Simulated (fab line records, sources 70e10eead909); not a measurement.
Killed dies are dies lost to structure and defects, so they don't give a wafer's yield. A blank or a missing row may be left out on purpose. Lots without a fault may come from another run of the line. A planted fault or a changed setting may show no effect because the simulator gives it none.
A struck lot beside a sound one | flow nand_harc | 15 steps out of a route of 1302
Sound: wafers L291.1, L291.2, L291.6. Struck: wafers L307.2, L307.4, L307.5. The cause comes at the end.
At each step with rows: each side's tool, then ch and its chambers, then its first start. Under that, the readings that differ: sound wafers | struck wafers | difference of the means | sigmas: that difference in standard deviations of wafers without a fault.
alike: readings whose means differ by less than 2 such deviations, and words and numbers that are the same on both sides. not compared: withheld readings, readings that some wafer has no value for, bounds like >300 that may hide the same value, and numbers for which the record gives no deviation and whose values overlap.
The two part at a step that has a row with sigmas, a row that says differs or no value, or rows on one side only. Numbers that don't overlap but have no deviation are shown without sigmas and don't part them. A reading that every wafer of one side lacks parts them only if that side has two wafers or more.

NHARC_A_M0_INSPECT_27:
  sound on defect_inspect-02, day 24 19:56; struck on defect_inspect-02, day 30 20:46
  alike: raw_defect_count
NHARC_A_M0_PRE_CLEAN_31: time 12 s.
  sound on pecvd-01 ch 0,2, day 24 20:01; struck on pecvd-04 ch 1,2, day 30 20:52
  alike: heater_power_w
NHARC_A_M0_DEP_32: deposits SiCN, target thk 30 nm.
  sound on pecvd-01 ch 0,2, day 24 20:07; struck on pecvd-04 ch 1,2, day 30 21:00
  alike: heater_power_w
then, 9 steps without rows for these wafers: NHARC_A_M1_DEP_00 (deposits SiOC, target thk 182.5 nm); NHARC_A_M1_DEHYDRATE_01 (time 120 s); NHARC_A_M1_HMDS_02 (time 30 s); NHARC_A_M1_COAT_34 (time 65 s); NHARC_A_M1_COAT_03 (resist thk 90 nm); NHARC_A_M1_SOFTBAKE_04 (time 55 s); NHARC_A_M1_EBR_05; NHARC_A_M1_EXPOSE_06 (exposes mask A M1, target cd 120 nm); NHARC_A_M1_PEB_07 (peb time 65 s).
NHARC_A_M1_DEVELOP_08: develop time 35 s.
  sound on litho_track-04 ch 0, day 24 21:00; struck on litho_track-06 ch 0, day 30 22:00
  reading              | sound             | struck            | difference | sigmas
  developer_temp_C (C) | 23.02 22.97 23.00 | 22.06 22.12 22.06 | -0.92      | -9
NHARC_A_M1_CD_MEAS_09: target cd 120 nm.
  sound on cd_sem-02 ch 0, day 24 21:12; struck on cd_sem-03 ch 0, day 30 22:10
  alike: cd_nm
NHARC_END_SORT_01:
  the record has rows for the sound wafers here (prober-01 ch 0, day 26 09:25) and none for the struck ones

WHERE THEY PART
First at NHARC_A_M1_DEVELOP_08; last, within this record, at NHARC_END_SORT_01.

WHY: what the simulator had put in
Process parameter drift: litho_track-06, from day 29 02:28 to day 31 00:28, at NHARC_A_M1_DEVELOP_08. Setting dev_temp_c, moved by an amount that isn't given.
